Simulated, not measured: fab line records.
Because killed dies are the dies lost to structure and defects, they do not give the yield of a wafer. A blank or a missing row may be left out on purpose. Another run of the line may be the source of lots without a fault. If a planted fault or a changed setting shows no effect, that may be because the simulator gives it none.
Which tool is to blame? || flow nand_harc || 18 wafers from 6 lots sampled at 2 of the route's 1159 steps

WHAT THE GAUGES READ, wafer by wafer
NHARC_A_CONTACT_INSPECT_23.
{"lot": "L562", "measured": "day 17 15:27", "on": "defect_inspect-01", "raw_defect_count": "642 503 840"}
{"lot": "L568", "measured": "day 19 10:27", "on": "defect_inspect-01", "raw_defect_count": "725 1755 1703"}
{"lot": "L574", "measured": "day 20 23:14", "on": "defect_inspect-01", "raw_defect_count": "366 256 342"}
{"lot": "L577", "measured": "day 22 01:37", "on": "defect_inspect-01", "raw_defect_count": "512 490 558"}
{"lot": "L579", "measured": "day 22 10:51", "on": "defect_inspect-01", "raw_defect_count": "701 482 519"}
{"lot": "L582", "measured": "day 23 01:29", "on": "defect_inspect-01", "raw_defect_count": "440 548 497"}

WHICH TOOL RAN EACH LOT (tool, then ch and the chambers of the sampled wafers, then the start)
{"lot": "L562", "NHARC_A_CONTACT_CMP_20": "cmp-01 ch 0,1,3, day 17 15:03"}
{"lot": "L568", "NHARC_A_CONTACT_CMP_20": "cmp-01 ch 2,3, day 19 10:02"}
{"lot": "L574", "NHARC_A_CONTACT_CMP_20": "cmp-03 ch 0,1, day 20 22:50"}
{"lot": "L577", "NHARC_A_CONTACT_CMP_20": "cmp-04 ch 0,1, day 22 01:13"}
{"lot": "L579", "NHARC_A_CONTACT_CMP_20": "cmp-03 ch 0,3, day 22 10:28"}
{"lot": "L582", "NHARC_A_CONTACT_CMP_20": "cmp-01 ch 1,3, day 23 01:06"}
- NHARC_A_CONTACT_CMP_20: polishes, t overpolish 30 s, target thk 300 nm.

THE ANSWER, worked out from the rows above alone
Rule: the lots themselves supply what counts as usual. The widest of any qualifying gaps counts: lots, ordered by their means at a reading, are off when they make up no more than a third of the lots, leave a main group of 4 or more, and stand apart from it by 3 or more times the standard deviation of that group's means. Not used: any main group whose means are identical at the precision the tables above print for the reading. A lot without any number at a reading at which 4 lots or more have one is off too. The other lots that the step has rows for count as sound.
Off, at NHARC_A_CONTACT_INSPECT_23 on raw_defect_count: L568. Mean 513 and standard deviation 1.1e+02 in the main group.
If a tool, at a process step before that reading, ran all the lots that are off and no sound lot after the first of them, it fits. Those tools and the gauges at NHARC_A_CONTACT_INSPECT_23 are tried in the same way. No candidate that was tried fits.

WHAT WAS PUT IN BY THE SIMULATOR
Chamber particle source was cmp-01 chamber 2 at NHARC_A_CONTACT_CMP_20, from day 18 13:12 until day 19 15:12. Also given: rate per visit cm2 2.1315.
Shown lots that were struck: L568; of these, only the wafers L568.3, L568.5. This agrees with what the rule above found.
